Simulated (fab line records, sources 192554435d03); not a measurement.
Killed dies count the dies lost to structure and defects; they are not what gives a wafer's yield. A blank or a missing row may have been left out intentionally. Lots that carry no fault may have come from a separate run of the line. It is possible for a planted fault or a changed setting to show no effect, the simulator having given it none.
8D (eight disciplines) problem report, filled in by code ; flow n5-finfet ; the parts of the form that need people (team, actions taken, sign-off) are left out

== 1. WHAT IS WRONG ==
rf-fwd-power-W at N5_HKMG_FIN_ETCH_67 reads a mean of 1048 W on 1 wafer of 1 lot; wafers without a fault read 845 W with a standard deviation of 3.4. That is +60 standard deviations from the usual mean.
The step: etches SOC in N2/H2, stops on TiN, target depth 388.9 nm.
Seen first at day 7 08:34 on rie-diel-04, wafer L746.2. The record has a number at this step for 15 wafers belonging to 5 lots. The rule behind "out" and "out of limits": a value lying over 4 standard deviations away from the usual mean. The rest of the wafers with a number are treated as sound.

== 2. WHAT IT IS AND WHAT IT IS NOT ==
question;is;is not
which readings at this step;rf-fwd-power-W, rf-vpp-V;drypump-motor-current-A, oes-product-au, throttle-valve-pct
which lots;L746;L739, L742, L752, L756
which wafers of those lots;L746.2;L746.3, L746.4
read on which tools;rie-diel-04;rie-diel-03, rie-diel-05
when;from day 7 08:34;"up to then (8 sound wafers); but 6 sound wafers of L752, L756 came after"

== 3. SUSPECTS, AND WHAT RULES EACH OUT ==
Counting: any tool at a process step up to the reading remains a suspect provided it ran every lot that is out. Sound lots after the first of them don't rule it out here, since some wafers of a struck lot are sound.
- rie-diel-05 at N5_HKMG_FIN_STRIP_92 (strips SOC in N2/H2, time 20 s): kept. It ran the lot that is out, L746 (day 7 06:26).
- rie-diel-03 at N5_HKMG_FIN_ETCH_86 (etches SOC in N2/H2, stops on TiN, target depth 393.2 nm): kept. It ran the lot that is out, L746 (day 7 07:18).
- plasma-asher-01 at N5_HKMG_FIN_STRIP_88 (strips in N2/H2, time 360 s): kept. The lot that is out, L746, ran on it at day 7 07:33; the last sound lot it ran before that was L742, at day 6 09:45.
- ald-metal-02 at N5_HKMG_FIN_ALD_71 (deposits TiN, target thk 1 nm, pulse time 1 s, purge time 3 s): kept. The lot that is out, L746, ran on it at day 7 08:02; the last sound lot it ran before that was L739, at day 5 10:49.
- rie-diel-04 at N5_HKMG_FIN_ETCH_67 (etches SOC in N2/H2, stops on TiN, target depth 388.9 nm): kept. The lot that is out, L746, ran on it at day 7 08:34; the last sound lot it ran before that was L742, at day 6 10:37. Its own rf-fwd-power-W, rf-vpp-V readings are out on those wafers.
- Within rie-diel-05 at N5_HKMG_FIN_STRIP_92: the wafers that are out ran in chamber 0; their sound lot-mates ran in chambers 2, 3.
- Within rie-diel-03 at N5_HKMG_FIN_ETCH_86: the wafers that are out ran in chamber 0; their sound lot-mates ran in chambers 1, 2.
- Within ald-metal-02 at N5_HKMG_FIN_ALD_71: the wafers that are out ran in chamber 1; their sound lot-mates ran in chambers 0, 2.
- Within rie-diel-04 at N5_HKMG_FIN_ETCH_67, the wafers that are out were processed in chamber 3 and their sound lot-mates in chamber 1.
Left after counting: rie-diel-05 at N5_HKMG_FIN_STRIP_92, rie-diel-03 at N5_HKMG_FIN_ETCH_86, plasma-asher-01 at N5_HKMG_FIN_STRIP_88, ald-metal-02 at N5_HKMG_FIN_ALD_71, rie-diel-04 at N5_HKMG_FIN_ETCH_67.

== 4. THE CAUSE (what the simulator had put in) ==
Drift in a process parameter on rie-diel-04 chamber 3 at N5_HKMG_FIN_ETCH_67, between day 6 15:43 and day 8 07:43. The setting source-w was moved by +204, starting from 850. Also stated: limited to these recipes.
This tool is one of the 5 suspects left after counting.

== 5. THE EFFECT CHAIN, in route order ==
Rows list readings where the struck wafers' mean (over those with a number) sits beyond 3 standard deviations from the usual. Only readings whose record carries a usual standard deviation are examined. hours: median over the lots of the time between each lot's start at the first step of this table that gives one and its start at this step. sigmas: the change, counted in usual standard deviations.
hours;step;reading;usual;on struck wafers;change;sigmas
0;N5_HKMG_FIN_ETCH_67;rf-fwd-power-W;845 W;1048;+203;+60
0;N5_HKMG_FIN_ETCH_67;rf-vpp-V;240.4 V;221.8;-18.6;-17
Its process steps:
- N5_HKMG_FIN_ETCH_67: etches SOC in N2/H2, stops on TiN, target depth 388.9 nm.
At these later measuring or inspecting steps, every struck wafer for which the step has a row has a number for every such reading, and none has moved that far: N5_BEOL_M4_RC_MEAS_101.

== 6. WHAT WOULD HAVE CAUGHT IT SOONER ==
In this record the first reading out of limits was taken at day 7 08:34, 17 hours after the fault began at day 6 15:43.
